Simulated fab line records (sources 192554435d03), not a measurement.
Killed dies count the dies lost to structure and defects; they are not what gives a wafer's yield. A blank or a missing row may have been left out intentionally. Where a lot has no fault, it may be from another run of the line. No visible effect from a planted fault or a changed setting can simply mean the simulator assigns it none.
Matching of chambers | flow n5 finfet | 4 sister chambers for N5_BEOL_M3_ALD_84 on ald metal-02
The step deposits TaN, pulse time 2 s, purge time 3 s, co reactant purge time 2 s. 20 wafers are shown with their chamber, then 10 later ones without.

WAFERS, EACH WITH ITS CHAMBER
wafer  | chamber | heater power w (W) | mfc carrier sccm (sccm)
L074.3 | 3       | 412                | 1495
L074.4 | 1       | 384                | 1494
L074.5 | 3       | 415                | 1492
L077.1 | 1       | 393                | 1505
L077.3 | 3       | 402                | 1505
L077.6 | 1       | 388                | 1502
L078.1 | 2       | 434                | 1500
L078.4 | 1       | 380                | 1506
L078.5 | 2       | 442                | 1503
L082.1 | 0       | 426                | 1498
L082.4 | 1       | 386                | 1499
L082.5 | 2       | 439                | 1500
L088.1 | 0       | 422                | 1497
L088.2 | 3       | 408                | 1507
L088.3 | 1       | 377                | 1506
L089.1 | 3       | 400                | 1499
L089.3 | 1       | 380                | 1502
L089.5 | 1       | 374                | 1501
L092.2 | 1       | 380                | 1502
L092.4 | 3       | 418                | 1501

SIGNATURES, as means of the wafers listed above
reading          | chamber 0 | chamber 1 | chamber 2 | chamber 3 | scatter within a chamber
heater power w   | 424.00    | 382.44    | 438.33    | 409.17    | 5.99
mfc carrier sccm | 1497.50   | 1501.89   | 1501.00   | 1499.83   | 4.23
Rule: a wafer's distance from a chamber is the root of the sum, over the readings, of the square of ((its reading less the chamber's mean) divided by the reading's scatter). If the next closest chamber is less than 2 further off than the closest, the wafer can't be placed; otherwise it belongs to the closest. The scatter is the square root of a quotient: the sum, over the shown wafers, of each reading's squared deviation from its chamber's mean, divided by wafers minus chambers.

WAFERS WITH NO CHAMBER GIVEN
wafer  | heater power w (W) | mfc carrier sccm (sccm)
L092.6 | 420                | 1499
L093.2 | 378                | 1499
L093.3 | 414                | 1502
L093.6 | 440                | 1504
L095.4 | 427                | 1504
L095.5 | 436                | 1500
L095.6 | 409                | 1502
L097.2 | 427                | 1504
L097.3 | 413                | 1510
L097.6 | 424                | 1500

EACH ONE'S CHAMBER
wafer  | from the rows above          | in truth
L092.6 | can't be placed: 0 or 3      | 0
L093.2 | 1                            | 1
L093.3 | can't be placed: 3 or 0      | 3
L093.6 | 2                            | 2
L095.4 | can't be placed: 0 or 2 or 3 | 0
L095.5 | can't be placed: 2 or 0      | 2
L095.6 | 3                            | 3
L097.2 | can't be placed: 0 or 2 or 3 | 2
L097.3 | can't be placed: 3 or 0      | 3
L097.6 | can't be placed: 0 or 2 or 3 | 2
Correctly placed: 3 of 10. Not placeable from these rows: 7 (in 7, the candidates include the true chamber). Wrongly placed: 0.
